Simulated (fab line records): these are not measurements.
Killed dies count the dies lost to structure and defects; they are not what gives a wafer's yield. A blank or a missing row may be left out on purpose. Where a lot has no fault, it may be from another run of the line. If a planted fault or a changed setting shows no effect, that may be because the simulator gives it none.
fab line records / flow nand_harc
record lots=6 wafers=18 last_day=24
route steps=1159 shown P_GATE@119 END@1159
lots untouched by any fault: they come from a run of this same line in which no faults occurred
start_h: hours from the record's opening day to when the first of the lot's shown wafers began / wait_h: how many hours have passed since the lot's step before this one / " the same as in the row above / L1.1+2: a row that stands for several wafers / - value missing, or start not given / * or withheld: withheld / < > ~ a bound
route shown NAME@n: a module of which the file shows steps, and the number in the route of the first / usual: the fault-free wafers' mean and standard deviation / same: alike in all rows / chamber/n: place in a boat / sites: readings site by site / _std_site: the standard deviation of these / _edge_site: mean of outer sites minus mean of inner sites / radius_mm: for every site, how far away it sits from the centre of the wafer / mask NAME#n: copy n / behind: the tool/chamber that last shaped the wafer / hold: what put the lot on hold/how long, in hours/how the hold closed / device: the n, p or np transistor that did not switch / end of line: tests of these same wafers at the route's end / for a step that has no rows: nothing shown but its recipe / killed: count of dies lost to structure and defects at first sort (not the wafer's yield) / map: a wafer's dies, marking killed ones x, the rest . and places with no die _
set.NAME: the setting the step ran with; set.NAME@STEP: the setting that earlier step ran with / model.NAME: the simulator's own value behind a step, which no gauge read
lots seen at some steps along the route; tables by step, rows by wafer
services: a tool's chamber out of use, with start hour (start_h, from the record's first day; less than 0 if before it), hours out, and reason
## steps
# step NHARC_P_GATE_EXPOSE_08
# recipe na=0.6 dose_mj=16.75 mask_id=P_HV
# step NHARC_P_GATE_PEB_09
# recipe peb_temp_c=118 peb_time_s=85
# step NHARC_P_GATE_DEVELOP_10
# recipe time_s=70
# step NHARC_P_GATE_CD_MEAS_11
# recipe target_cd_nm=1640 landing_energy_ev=500
# usual cd_nm=1640.3/1.6
lot.wafer=L374.4 tool=cd_sem-02 chamber=0 start_h=75.38 wait_h=- cd_nm=1639.5
lot.wafer=L374.5 tool=cd_sem-02 chamber=0 start_h=75.38 wait_h=- cd_nm=1639.0
lot.wafer=L374.6 tool=cd_sem-02 chamber=0 start_h=75.38 wait_h=- cd_nm=1637.8
lot.wafer=L376.2 tool=cd_sem-03 chamber=0 start_h=88.37 wait_h=- cd_nm=1637.2
lot.wafer=L376.4 tool=cd_sem-03 chamber=0 start_h=88.37 wait_h=- cd_nm=1639.6
lot.wafer=L376.5 tool=cd_sem-03 chamber=0 start_h=88.37 wait_h=- cd_nm=1637.2
lot.wafer=L377.2 tool=cd_sem-02 chamber=0 start_h=100.92 wait_h=- cd_nm=1640.2
lot.wafer=L377.4 tool=cd_sem-02 chamber=0 start_h=100.92 wait_h=- cd_nm=1641.3
lot.wafer=L377.5 tool=cd_sem-02 chamber=0 start_h=100.92 wait_h=- cd_nm=1641.1
lot.wafer=L384.2 tool=cd_sem-02 chamber=0 start_h=149.93 wait_h=- cd_nm=1639.6
lot.wafer=L384.5 tool=cd_sem-02 chamber=0 start_h=149.93 wait_h=- cd_nm=1640.1
lot.wafer=L384.6 tool=cd_sem-02 chamber=0 start_h=149.93 wait_h=- cd_nm=1637.3
lot.wafer=L391.1 tool=cd_sem-03 chamber=0 start_h=181.21 wait_h=- cd_nm=1643.7
lot.wafer=L391.3 tool=cd_sem-03 chamber=0 start_h=181.21 wait_h=- cd_nm=1642.2
lot.wafer=L391.4 tool=cd_sem-03 chamber=0 start_h=181.21 wait_h=- cd_nm=1639.2
lot.wafer=L394.3 tool=cd_sem-02 chamber=0 start_h=201.27 wait_h=- cd_nm=1640.1
lot.wafer=L394.5 tool=cd_sem-02 chamber=0 start_h=201.27 wait_h=- cd_nm=1637.3
lot.wafer=L394.6 tool=cd_sem-02 chamber=0 start_h=201.27 wait_h=- cd_nm=1639.6
# step NHARC_P_GATE_HARDBAKE_12
# recipe temp_c=125 time_s=80
# step NHARC_P_GATE_DESCUM_13
# recipe time_s=3 o2_flow_sccm=200 ar_flow_sccm=0 bias_power_w=0 chemistry=O2
# usual drypump_motor_current_A=5.7/0.36 o2_flow_sccm=200.0/0.6 oes_product_au=0.996/0.0091 rf_vpp_V=57.8/0.89 showerhead_plenum_p_Torr=1.89/0.1 throttle_valve_pct=11.313/0.01
lot.wafer=L374.6 tool=rie_diel-03 chamber=0 start_h=75.60 wait_h=- drypump_motor_current_A=5.6 o2_flow_sccm=199.8 oes_product_au=0.990 rf_hours_counter_h=- rf_vpp_V=57.7 showerhead_plenum_p_Torr=1.93 throttle_valve_pct=11.317
lot.wafer=L374.4 tool=rie_diel-03 chamber=2 start_h=75.60 wait_h=- drypump_motor_current_A=5.7 o2_flow_sccm=199.9 oes_product_au=1.015 rf_hours_counter_h=- rf_vpp_V=58.6 showerhead_plenum_p_Torr=2.05 throttle_valve_pct=11.296
lot.wafer=L374.5 tool=rie_diel-03 chamber=3 start_h=75.60 wait_h=- drypump_motor_current_A=5.3 o2_flow_sccm=200.2 oes_product_au=1.000 rf_hours_counter_h=- rf_vpp_V=56.9 showerhead_plenum_p_Torr=1.78 throttle_valve_pct=11.322
lot.wafer=L376.4 tool=rie_diel-13 chamber=0 start_h=88.55 wait_h=- drypump_motor_current_A=5.6 o2_flow_sccm=200.0 oes_product_au=0.981 rf_hours_counter_h=61 rf_vpp_V=58.0 showerhead_plenum_p_Torr=1.93 throttle_valve_pct=11.312
lot.wafer=L376.2 tool=rie_diel-13 chamber=1 start_h=88.55 wait_h=- drypump_motor_current_A=5.8 o2_flow_sccm=199.9 oes_product_au=0.985 rf_hours_counter_h=57 rf_vpp_V=57.4 showerhead_plenum_p_Torr=1.80 throttle_valve_pct=11.321
lot.wafer=L376.5 tool=rie_diel-13 chamber=3 start_h=88.55 wait_h=- drypump_motor_current_A=6.1 o2_flow_sccm=199.7 oes_product_au=0.992 rf_hours_counter_h=- rf_vpp_V=57.6 showerhead_plenum_p_Torr=1.79 throttle_valve_pct=11.323
lot.wafer=L377.4 tool=rie_diel-03 chamber=1 start_h=101.11 wait_h=- drypump_motor_current_A=6.4 o2_flow_sccm=200.2 oes_product_au=0.997 rf_hours_counter_h=6 rf_vpp_V=57.0 showerhead_plenum_p_Torr=1.80 throttle_valve_pct=11.304
lot.wafer=L377.2 tool=rie_diel-03 chamber=2 start_h=101.11 wait_h=- drypump_motor_current_A=5.8 o2_flow_sccm=201.0 oes_product_au=0.999 rf_hours_counter_h=11 rf_vpp_V=57.8 showerhead_plenum_p_Torr=2.05 throttle_valve_pct=11.313
lot.wafer=L377.5 tool=rie_diel-03 chamber=3 start_h=101.11 wait_h=- drypump_motor_current_A=5.3 o2_flow_sccm=201.1 oes_product_au=1.016 rf_hours_counter_h=- rf_vpp_V=57.7 showerhead_plenum_p_Torr=1.78 throttle_valve_pct=11.313
lot.wafer=L384.2 tool=rie_diel-03 chamber=1 start_h=150.11 wait_h=- drypump_motor_current_A=6.4 o2_flow_sccm=199.7 oes_product_au=1.005 rf_hours_counter_h=13 rf_vpp_V=57.3 showerhead_plenum_p_Torr=1.80 throttle_valve_pct=11.331
lot.wafer=L384.5 tool=rie_diel-03 chamber=3 start_h=150.11 wait_h=- drypump_motor_current_A=5.3 o2_flow_sccm=199.8 oes_product_au=1.010 rf_hours_counter_h=- rf_vpp_V=56.2 showerhead_plenum_p_Torr=1.78 throttle_valve_pct=11.288
lot.wafer=L384.6 tool=rie_diel-03 chamber=0 start_h=150.11 wait_h=- drypump_motor_current_A=5.6 o2_flow_sccm=199.6 oes_product_au=0.998 rf_hours_counter_h=- rf_vpp_V=58.3 showerhead_plenum_p_Torr=1.93 throttle_valve_pct=11.301
lot.wafer=L391.4 tool=rie_diel-03 chamber=3 start_h=181.37 wait_h=- drypump_motor_current_A=5.3 o2_flow_sccm=198.9 oes_product_au=1.005 rf_hours_counter_h=29 rf_vpp_V=57.0 showerhead_plenum_p_Torr=1.77 throttle_valve_pct=11.318
lot.wafer=L391.3 tool=rie_diel-03 chamber=1 start_h=181.37 wait_h=- drypump_motor_current_A=6.4 o2_flow_sccm=198.2 oes_product_au=0.996 rf_hours_counter_h=22 rf_vpp_V=57.4 showerhead_plenum_p_Torr=1.79 throttle_valve_pct=11.318
lot.wafer=L391.1 tool=rie_diel-03 chamber=2 start_h=181.37 wait_h=- drypump_motor_current_A=5.7 o2_flow_sccm=200.7 oes_product_au=0.999 rf_hours_counter_h=27 rf_vpp_V=58.4 showerhead_plenum_p_Torr=2.04 throttle_valve_pct=11.327
lot.wafer=L394.3 tool=rie_diel-13 chamber=1 start_h=201.44 wait_h=- drypump_motor_current_A=5.8 o2_flow_sccm=200.0 oes_product_au=0.995 rf_hours_counter_h=32 rf_vpp_V=57.3 showerhead_plenum_p_Torr=1.79 throttle_valve_pct=11.309
lot.wafer=L394.5 tool=rie_diel-13 chamber=0 start_h=201.44 wait_h=- drypump_motor_current_A=5.6 o2_flow_sccm=200.3 oes_product_au=0.996 rf_hours_counter_h=- rf_vpp_V=59.0 showerhead_plenum_p_Torr=1.92 throttle_valve_pct=11.322
lot.wafer=L394.6 tool=rie_diel-13 chamber=1 start_h=201.44 wait_h=- drypump_motor_current_A=5.8 o2_flow_sccm=200.4 oes_product_au=0.979 rf_hours_counter_h=- rf_vpp_V=57.1 showerhead_plenum_p_Torr=1.79 throttle_valve_pct=11.309
# step NHARC_P_GATE_ETCH_14
# recipe target_depth_a=488 chemistry=dHF material=SiO2
# step NHARC_P_GATE_STRIP_15
# recipe time_s=780 temp_c=130 chemistry=SPM
# step NHARC_P_GATE_PRECLEAN_71
# recipe time_s=* temp_c=50 bath_age_min=0 chemistry=SC1
# step NHARC_P_GATE_SRD_72
# step NHARC_P_GATE_OXIDE_16
# recipe target_thk_a=30 temp_c=875 ox_time_s=392 material=SiO2
# step NHARC_P_GATE_CVD_17
# recipe target_thk_a=1500 temp_c=620 time_s=900 material=poly-Si
# step NHARC_P_GATE_HM_DEP_102
# recipe target_thk_a=1200 temp_c=400 material=aC
# usual throttle_valve_pct=35.001/0.0091
lot.wafer=L374.4 tool=acl_dep-01 chamber=0 start_h=89.73 wait_h=2.4 throttle_valve_pct=34.980
lot.wafer=L374.5 tool=acl_dep-01 chamber=0 start_h=89.73 wait_h=2.4 throttle_valve_pct=34.998
lot.wafer=L374.6 tool=acl_dep-01 chamber=0 start_h=89.73 wait_h=2.4 throttle_valve_pct=35.009
lot.wafer=L376.2 tool=acl_dep-01 chamber=0 start_h=102.25 wait_h=1.8 throttle_valve_pct=34.994
lot.wafer=L376.4 tool=acl_dep-01 chamber=0 start_h=102.25 wait_h=1.8 throttle_valve_pct=34.998
lot.wafer=L376.5 tool=acl_dep-01 chamber=0 start_h=102.25 wait_h=1.8 throttle_valve_pct=35.003
lot.wafer=L377.2 tool=acl_dep-02 chamber=0 start_h=113.21 wait_h=0.5 throttle_valve_pct=34.998
lot.wafer=L377.4 tool=acl_dep-02 chamber=0 start_h=113.21 wait_h=0.5 throttle_valve_pct=34.997
lot.wafer=L377.5 tool=acl_dep-02 chamber=0 start_h=113.21 wait_h=0.5 throttle_valve_pct=35.001
lot.wafer=L377.2 tool=acl_dep-03 chamber=0 start_h=114.40 wait_h=1.1 throttle_valve_pct=35.004
lot.wafer=L377.4 tool=acl_dep-03 chamber=0 start_h=114.40 wait_h=1.1 throttle_valve_pct=35.005
lot.wafer=L377.5 tool=acl_dep-03 chamber=0 start_h=114.40 wait_h=1.1 throttle_valve_pct=35.004
lot.wafer=L384.2 tool=acl_dep-02 chamber=0 start_h=163.34 wait_h=1.6 throttle_valve_pct=34.997
lot.wafer=L384.5 tool=acl_dep-02 chamber=0 start_h=163.34 wait_h=1.6 throttle_valve_pct=34.992
lot.wafer=L384.6 tool=acl_dep-02 chamber=0 start_h=163.34 wait_h=1.6 throttle_valve_pct=35.004
lot.wafer=L384.2 tool=acl_dep-02 chamber=0 start_h=164.52 wait_h=1.1 throttle_valve_pct=35.016
lot.wafer=L384.5 tool=acl_dep-02 chamber=0 start_h=164.52 wait_h=1.1 throttle_valve_pct=35.016
lot.wafer=L384.6 tool=acl_dep-02 chamber=0 start_h=164.52 wait_h=1.1 throttle_valve_pct=34.988
lot.wafer=L391.1 tool=acl_dep-02 chamber=0 start_h=195.57 wait_h=0.6 throttle_valve_pct=34.978
lot.wafer=L391.3 tool=acl_dep-02 chamber=0 start_h=195.57 wait_h=0.6 throttle_valve_pct=34.999
lot.wafer=L391.4 tool=acl_dep-02 chamber=0 start_h=195.57 wait_h=0.6 throttle_valve_pct=35.006
lot.wafer=L394.3 tool=acl_dep-01 chamber=0 start_h=213.71 wait_h=0.6 throttle_valve_pct=35.005
lot.wafer=L394.5 tool=acl_dep-01 chamber=0 start_h=213.71 wait_h=0.6 throttle_valve_pct=35.002
lot.wafer=L394.6 tool=acl_dep-01 chamber=0 start_h=213.71 wait_h=0.6 throttle_valve_pct=35.010
# step NHARC_P_GATE_DEP_103
# recipe target_thk_a=300 target_thk_nm=30 temp_c=400 flow_sccm=200 rf_w=350 material=SiON
# usual heater_power_w=807/77
lot.wafer=L374.6 tool=pecvd-01 chamber=0 start_h=90.16 wait_h=0.1 heater_power_w=768
lot.wafer=L374.5 tool=pecvd-01 chamber=1 start_h=90.16 wait_h=0.1 heater_power_w=796
lot.wafer=L374.4 tool=pecvd-01 chamber=2 start_h=90.16 wait_h=0.1 heater_power_w=727
lot.wafer=L376.2 tool=pecvd-03 chamber=1 start_h=102.83 wait_h=0.5 heater_power_w=753
lot.wafer=L376.4 tool=pecvd-03 chamber=0 start_h=102.83 wait_h=0.5 heater_power_w=771
lot.wafer=L376.5 tool=pecvd-03 chamber=2 start_h=102.83 wait_h=0.5 heater_power_w=807
lot.wafer=L377.2 tool=pecvd-01 chamber=2 start_h=114.95 wait_h=0.4 heater_power_w=728
lot.wafer=L377.4 tool=pecvd-01 chamber=2 start_h=114.95 wait_h=0.4 heater_power_w=741
lot.wafer=L377.5 tool=pecvd-01 chamber=0 start_h=114.95 wait_h=0.4 heater_power_w=663
lot.wafer=L384.2 tool=pecvd-03 chamber=1 start_h=165.44 wait_h=0.8 heater_power_w=830
lot.wafer=L384.5 tool=pecvd-03 chamber=1 start_h=165.44 wait_h=0.8 heater_power_w=861
lot.wafer=L384.6 tool=pecvd-03 chamber=0 start_h=165.44 wait_h=0.8 heater_power_w=766
lot.wafer=L391.1 tool=pecvd-01 chamber=0 start_h=196.23 wait_h=0.6 heater_power_w=804
lot.wafer=L391.3 tool=pecvd-01 chamber=1 start_h=196.23 wait_h=0.6 heater_power_w=835
lot.wafer=L391.4 tool=pecvd-01 chamber=1 start_h=196.23 wait_h=0.6 heater_power_w=815
lot.wafer=L394.3 tool=pecvd-01 chamber=0 start_h=214.45 wait_h=0.6 heater_power_w=633
lot.wafer=L394.5 tool=pecvd-01 chamber=1 start_h=214.45 wait_h=0.6 heater_power_w=924
lot.wafer=L394.6 tool=pecvd-01 chamber=2 start_h=214.45 wait_h=0.6 heater_power_w=719
# step NHARC_END_SORT_01
# recipe temp_c=25
# usual killed_at_array=25/9.2 killed_at_other=0.9/1.3 killed_at_periphery=3.3/2.3 killed_dies=29/9.6 killed_open=3.2/1.8 killed_short=2/1.4
# same gross_dies=677
lot.wafer=L374.4 tool=prober-01 chamber=0 start_h=445.70 wait_h=3.4 killed_at_array=31 killed_at_other=0 killed_at_periphery=3 killed_dies=34 killed_open=6 killed_short=1
lot.wafer=L374.5 tool=prober-01 chamber=0 start_h=446.51 wait_h=3.7 killed_at_array=33 killed_at_other=0 killed_at_periphery=1 killed_dies=34 killed_open=2 killed_short=3
lot.wafer=L374.6 tool=prober-01 chamber=0 start_h=447.32 wait_h=4.0 killed_at_array=29 killed_at_other=0 killed_at_periphery=1 killed_dies=30 killed_open=6 killed_short=4
lot.wafer=L384.2 tool=prober-02 chamber=0 start_h=535.93 wait_h=2.8 killed_at_array=45 killed_at_other=0 killed_at_periphery=7 killed_dies=52 killed_open=0 killed_short=2
lot.wafer=L384.5 tool=prober-02 chamber=0 start_h=538.35 wait_h=3.7 killed_at_array=51 killed_at_other=0 killed_at_periphery=4 killed_dies=55 killed_open=2 killed_short=3
lot.wafer=L384.6 tool=prober-02 chamber=0 start_h=539.15 wait_h=4.0 killed_at_array=33 killed_at_other=0 killed_at_periphery=9 killed_dies=42 killed_open=3 killed_short=3
lot.wafer=L391.1 tool=prober-02 chamber=0 start_h=567.25 wait_h=2.5 killed_at_array=44 killed_at_other=2 killed_at_periphery=3 killed_dies=49 killed_open=2 killed_short=2
lot.wafer=L391.3 tool=prober-02 chamber=0 start_h=568.82 wait_h=3.1 killed_at_array=35 killed_at_other=2 killed_at_periphery=1 killed_dies=38 killed_open=3 killed_short=1
lot.wafer=L391.4 tool=prober-02 chamber=0 start_h=569.61 wait_h=3.4 killed_at_array=35 killed_at_other=2 killed_at_periphery=4 killed_dies=41 killed_open=6 killed_short=1
# killed by level:class
L374.4 A_CHANNEL_HOLE_D1:chamber_film_flake=13 A_WL_FILL:chamber_film_flake=5 A_CONTACT:geometric_particle:open=3 A_STAIRCASE:chamber_film_flake=3 A_SLIT:chamber_film_flake=3 A_CONTACT:chamber_film_flake=3 P_M1:geometric_particle:open=2 P_M0:geometric_particle:open=1
L374.5 A_CHANNEL_HOLE_D1:chamber_film_flake=11 A_SLIT:chamber_film_flake=7 A_STAIRCASE:chamber_film_flake=5 A_CONTACT:chamber_film_flake=4 A_WL_FILL:chamber_film_flake=2 P_CONTACT:geometric_particle:open=1 A_SOURCE_PLATE:geometric_particle:short=1 A_ONON_D1:geometric_particle:short=1
L374.6 A_CHANNEL_HOLE_D1:chamber_film_flake=6 A_SLIT:chamber_film_flake=5 A_WL_FILL:chamber_film_flake=4 A_CONTACT:chamber_film_flake=3 A_CONTACT:geometric_particle:open=2 A_M0:geometric_particle:short=2 A_STAIRCASE:chamber_film_flake=2 P_STI:geometric_particle:open=1
L384.2 A_CHANNEL_HOLE_D1:chamber_film_flake=24 A_SLIT:chamber_film_flake=10 P_CONTACT:chamber_film_flake=7 A_STAIRCASE:chamber_film_flake=6 A_M0:chamber_film_flake=2 A_CHANNEL_HOLE_D1:geometric_particle:short=1 A_WL_FILL:geometric_particle:short=1 A_ZERO_WELL:chamber_film_flake=1
L384.5 A_CHANNEL_HOLE_D1:chamber_film_flake=18 A_SLIT:chamber_film_flake=13 A_STAIRCASE:chamber_film_flake=10 P_CONTACT:chamber_film_flake=3 A_CONTACT:chamber_film_flake=2 A_BONDPAD:chamber_film_flake=2 P_M0:geometric_particle:short=1 A_CHANNEL_FILL_D1:geometric_particle:open=1
L384.6 A_CHANNEL_HOLE_D1:chamber_film_flake=10 P_CONTACT:chamber_film_flake=8 A_SLIT:chamber_film_flake=7 A_STAIRCASE:chamber_film_flake=6 A_BLC:geometric_particle:open=2 A_M0:chamber_film_flake=2 A_CONTACT:chamber_film_flake=2 P_M1:geometric_particle:open=1
L391.1 A_CHANNEL_HOLE_D1:chamber_film_flake=21 A_SLIT:chamber_film_flake=14 A_CONTACT:chamber_film_flake=6 P_CONTACT:geometric_particle:short=1 A_CONTACT:geometric_particle:short=1 A_M1:geometric_particle:open=1 STARTING-WAFER:geometric_particle:open=1 P_ZERO_WELL:chamber_film_flake=1
L391.3 A_CHANNEL_HOLE_D1:chamber_film_flake=14 A_SLIT:chamber_film_flake=8 A_CONTACT:chamber_film_flake=7 A_CHANNEL_FILL_D1:chamber_film_flake=2 THIN_TSV:chamber_film_flake=2 A_SOURCE_PLATE:geometric_particle:open=1 A_STAIRCASE:geometric_particle:open=1 A_WL_FILL:geometric_particle:short=1
L391.4 A_CHANNEL_HOLE_D1:chamber_film_flake=20 A_SLIT:chamber_film_flake=7 P_M2:geometric_particle:open=2 A_CONTACT:chamber_film_flake=2 A_ONON_D1:geometric_particle:short=1 A_ONON_D1:geometric_particle:open=1 A_CONTACT:geometric_particle:open=1 A_M0:geometric_particle:open=1
## services
tool=pecvd-01 chamber=- start_h=56.00 hours=13.0 kind=pm
tool=pecvd-01 chamber=0 start_h=56.00 hours=13.0 kind=vent_cycle
tool=pecvd-01 chamber=1 start_h=56.00 hours=13.0 kind=vent_cycle
tool=pecvd-01 chamber=2 start_h=56.00 hours=13.0 kind=vent_cycle
tool=rie_diel-03 chamber=1 start_h=60.08 hours=30.4 kind=repair
tool=rie_diel-03 chamber=2 start_h=66.80 hours=5.8 kind=repair
tool=pecvd-01 chamber=0 start_h=69.00 hours=- kind=clean
tool=pecvd-01 chamber=1 start_h=69.00 hours=- kind=clean
tool=pecvd-01 chamber=2 start_h=69.00 hours=- kind=clean
tool=rie_diel-03 chamber=0 start_h=71.80 hours=- kind=clean
tool=pecvd-01 chamber=2 start_h=91.54 hours=17.5 kind=repair
tool=acl_dep-02 chamber=- start_h=97.33 hours=2.2 kind=repair
tool=rie_diel-13 chamber=- start_h=99.17 hours=9.0 kind=pm
tool=pecvd-01 chamber=- start_h=102.30 hours=0.4 kind=repair
tool=pecvd-03 chamber=- start_h=111.00 hours=13.0 kind=pm
tool=pecvd-01 chamber=1 start_h=111.97 hours=5.0 kind=repair
tool=acl_dep-01 chamber=- start_h=112.98 hours=13.0 kind=pm
tool=rie_diel-13 chamber=1 start_h=113.80 hours=4.9 kind=repair
tool=rie_diel-03 chamber=2 start_h=130.39 hours=2.0 kind=repair
tool=pecvd-01 chamber=- start_h=162.00 hours=1.1 kind=repair
tool=acl_dep-02 chamber=- start_h=168.29 hours=13.0 kind=pm
tool=rie_diel-13 chamber=3 start_h=205.91 hours=4.2 kind=repair
tool=rie_diel-13 chamber=1 start_h=206.20 hours=2.9 kind=repair
tool=pecvd-01 chamber=2 start_h=206.82 hours=3.9 kind=repair
## key
first_sign step=NHARC_P_GATE_HM_DEP_102 reading=visit direction=added
effect none on later readings
met_at NHARC_P_GATE_HM_DEP_102
struck_wafers L377.2,L377.4,L377.5,L384.2,L384.5,L384.6
tester_left_out L377,L384
fault kind=repeated_step_whole tool=acl_dep-01,acl_dep-02,acl_dep-03 chamber=- onset_h=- steps=NHARC_P_GATE_HM_DEP_102 times=1 scope=struck_lots_only
# tester_left_out: of these lots the tester's yield and bins aren't shown, on N5 and GAA mostly nor the transistor test; their killed dies are dies lost to structure and defects alone, not to doping, threshold or leakage, so they don't give the yield
